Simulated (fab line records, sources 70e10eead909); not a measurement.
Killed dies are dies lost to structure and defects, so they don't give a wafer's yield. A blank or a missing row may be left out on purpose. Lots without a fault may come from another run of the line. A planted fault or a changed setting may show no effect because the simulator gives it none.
Problem report in the 8D (eight disciplines) form, filled by code | flow nand_harc | the parts of the form that need people (team, actions taken, sign-off) are left out

1. THE PROBLEM
thk_nm at NHARC_A_ONON_D2_THK_MEAS_27 reads a mean of 938 nm on 6 wafers of 2 lots; wafers without a fault read 1004 nm with a standard deviation of 10. That is -6.7 standard deviations from the usual mean.
The step: measures by ellipsometry.
First seen on wafer L214.1, day 18 21:47, on film_metro-02. The record holds 42 wafers of 14 lots with a number at this step. Rule for "out", or "out of limits": more than 4 standard deviations from the usual mean. The other wafers with a number count as sound.

2. WHAT IT IS AND WHAT IT IS NOT
question                    | is                           | is not
which readings at this step | thk_nm                       | -
which lots                  | L214, L215                   | L200, L201, L202, L204, L205, L207, L208, L210, L220, L221, L222, L223
which wafers of those lots  | all that have a number       | -
read on which gauges        | film_metro-01, film_metro-02 | -
when                        | from day 18 21:47            | up to then (24 sound wafers); but 12 sound wafers of L220, L221, L222, L223 came after

3. SUSPECTS, AND WHAT RULES EACH OUT
Counting: a tool at a process step up to the reading stays a suspect if it ran every lot that is out and no sound lot after the first of them.
- the gauge at NHARC_A_ONON_D2_THK_MEAS_27: ruled out. The wafers that are out were read on 2 gauges (film_metro-01, film_metro-02).
- pecvd_onon-04 at NHARC_A_ONON_D2_DEP_25 (target thk 1000 nm): kept. It ran every lot that is out, first L214 (day 18 21:16), and no sound lot after that; its last sound lot up to then is L210 (day 16 12:50).
Left after counting: pecvd_onon-04 at NHARC_A_ONON_D2_DEP_25.

4. THE CAUSE (what the simulator had put in)
Process parameter drift: pecvd_onon-04, from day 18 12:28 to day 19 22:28, at NHARC_A_ONON_D2_DEP_25. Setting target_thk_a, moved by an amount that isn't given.
Counting left only this tool.

5. THE CHAIN OF EFFECTS, in route order
Each row: a reading whose mean over the struck wafers that have a number lies more than 3 standard deviations from the usual. Only readings for which the record gives a usual standard deviation are gone through. hours: the time from each lot's start at the first step in this table that gives one to its start at this step, as a median over the lots. sigmas: the change in usual standard deviations.
hours | step                        | reading | usual   | on struck wafers | change | sigmas
0     | NHARC_A_ONON_D2_THK_MEAS_27 | thk_nm  | 1004 nm | 938              | -66    | -6.7
Later measuring or inspecting steps at which every struck wafer that the step has a row for has a number for every such reading, and none has moved that far: NHARC_A_ONON_D2_INSPECT_32.

6. WHAT WOULD HAVE CAUGHT IT SOONER
In this record the first reading out of limits at a measuring or inspecting step was taken at day 18 21:47, 9 hours after the fault began at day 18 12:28.
Of the lots that are out (2), L215 began NHARC_A_ONON_D2_DEP_25 on pecvd_onon-04 after day 18 21:47. A hold on the tool at that time would have spared it.
